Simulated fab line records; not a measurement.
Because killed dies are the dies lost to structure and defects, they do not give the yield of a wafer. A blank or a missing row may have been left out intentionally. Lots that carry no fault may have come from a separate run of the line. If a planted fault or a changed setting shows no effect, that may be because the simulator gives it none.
Matching of chambers / flow n5_finfet / rie_diel-04 running N5_BEOL_M11_DESCUM_16: 4 sister chambers
The step chemistry O2, time 7.9 s. 14 wafers are shown with their chamber, then 7 later ones without.

== WAFERS, EACH WITH ITS CHAMBER ==
wafer=L075.3; chamber=2; throttle_valve_pct (%)=20.24; showerhead_plenum_p_Torr (Torr)=2.22; oes_product_au (a.u.)=0.88
wafer=L075.4; chamber=3; throttle_valve_pct (%)=20.00; showerhead_plenum_p_Torr (Torr)=2.12; oes_product_au (a.u.)=0.87
wafer=L075.5; chamber=2; throttle_valve_pct (%)=20.26; showerhead_plenum_p_Torr (Torr)=2.22; oes_product_au (a.u.)=0.87
wafer=L079.2; chamber=0; throttle_valve_pct (%)=20.69; showerhead_plenum_p_Torr (Torr)=2.13; oes_product_au (a.u.)=0.84
wafer=L079.3; chamber=1; throttle_valve_pct (%)=19.90; showerhead_plenum_p_Torr (Torr)=2.15; oes_product_au (a.u.)=0.91
wafer=L079.4; chamber=3; throttle_valve_pct (%)=20.02; showerhead_plenum_p_Torr (Torr)=2.12; oes_product_au (a.u.)=0.85
wafer=L086.1; chamber=1; throttle_valve_pct (%)=19.91; showerhead_plenum_p_Torr (Torr)=2.14; oes_product_au (a.u.)=0.88
wafer=L086.4; chamber=3; throttle_valve_pct (%)=20.03; showerhead_plenum_p_Torr (Torr)=2.11; oes_product_au (a.u.)=0.83
wafer=L086.5; chamber=1; throttle_valve_pct (%)=19.92; showerhead_plenum_p_Torr (Torr)=2.14; oes_product_au (a.u.)=0.89
wafer=L089.2; chamber=1; throttle_valve_pct (%)=19.91; showerhead_plenum_p_Torr (Torr)=2.14; oes_product_au (a.u.)=0.88
wafer=L089.4; chamber=0; throttle_valve_pct (%)=20.71; showerhead_plenum_p_Torr (Torr)=2.13; oes_product_au (a.u.)=0.82
wafer=L089.5; chamber=2; throttle_valve_pct (%)=20.29; showerhead_plenum_p_Torr (Torr)=2.21; oes_product_au (a.u.)=0.84
wafer=L091.1; chamber=1; throttle_valve_pct (%)=19.92; showerhead_plenum_p_Torr (Torr)=2.14; oes_product_au (a.u.)=0.87
wafer=L091.2; chamber=2; throttle_valve_pct (%)=20.30; showerhead_plenum_p_Torr (Torr)=2.21; oes_product_au (a.u.)=0.82

SIGNATURES (averages over the wafers above)
reading=throttle_valve_pct; chamber 0=20.7000; chamber 1=19.9120; chamber 2=20.2725; chamber 3=20.0167; scatter within a chamber=0.0179
reading=showerhead_plenum_p_Torr; chamber 0=2.1300; chamber 1=2.1420; chamber 2=2.2150; chamber 3=2.1167; scatter within a chamber=0.00497
reading=oes_product_au; chamber 0=0.8300; chamber 1=0.8860; chamber 2=0.8525; chamber 3=0.8500; scatter within a chamber=0.0205
Rule: for each reading, subtract the chamber's mean from the wafer's reading, divide by that reading's scatter and square the result; add these up over the readings and take the root, which gives the wafer's distance from the chamber. If the next closest chamber is less than 2 further off than the closest, the wafer can't be placed; otherwise it belongs to the closest. The scatter: take each reading less its chamber's mean, square it, sum over the shown wafers, divide by the number of wafers less the number of chambers, and take the root.

== WAFERS WHOSE CHAMBER IS MISSING ==
wafer=L091.4; throttle_valve_pct (%)=20.72; showerhead_plenum_p_Torr (Torr)=2.13; oes_product_au (a.u.)=0.81
wafer=L095.1; throttle_valve_pct (%)=19.94; showerhead_plenum_p_Torr (Torr)=2.13; oes_product_au (a.u.)=0.87
wafer=L095.3; throttle_valve_pct (%)=20.07; showerhead_plenum_p_Torr (Torr)=2.11; oes_product_au (a.u.)=0.82
wafer=L095.6; throttle_valve_pct (%)=20.06; showerhead_plenum_p_Torr (Torr)=2.11; oes_product_au (a.u.)=0.82
wafer=L097.1; throttle_valve_pct (%)=20.06; showerhead_plenum_p_Torr (Torr)=2.11; oes_product_au (a.u.)=0.81
wafer=L097.4; throttle_valve_pct (%)=20.32; showerhead_plenum_p_Torr (Torr)=2.20; oes_product_au (a.u.)=0.81
wafer=L097.6; throttle_valve_pct (%)=20.77; showerhead_plenum_p_Torr (Torr)=2.12; oes_product_au (a.u.)=0.79

== EACH ONE'S CHAMBER ==
wafer=L091.4; from the rows above=0; in truth=0
wafer=L095.1; from the rows above=1; in truth=1
wafer=L095.3; from the rows above=3; in truth=3
wafer=L095.6; from the rows above=3; in truth=3
wafer=L097.1; from the rows above=3; in truth=3
wafer=L097.4; from the rows above=2; in truth=2
wafer=L097.6; from the rows above=0; in truth=0
Correctly placed: 7 of 7. From these rows, 0 cannot be placed. 0 placed wrongly.
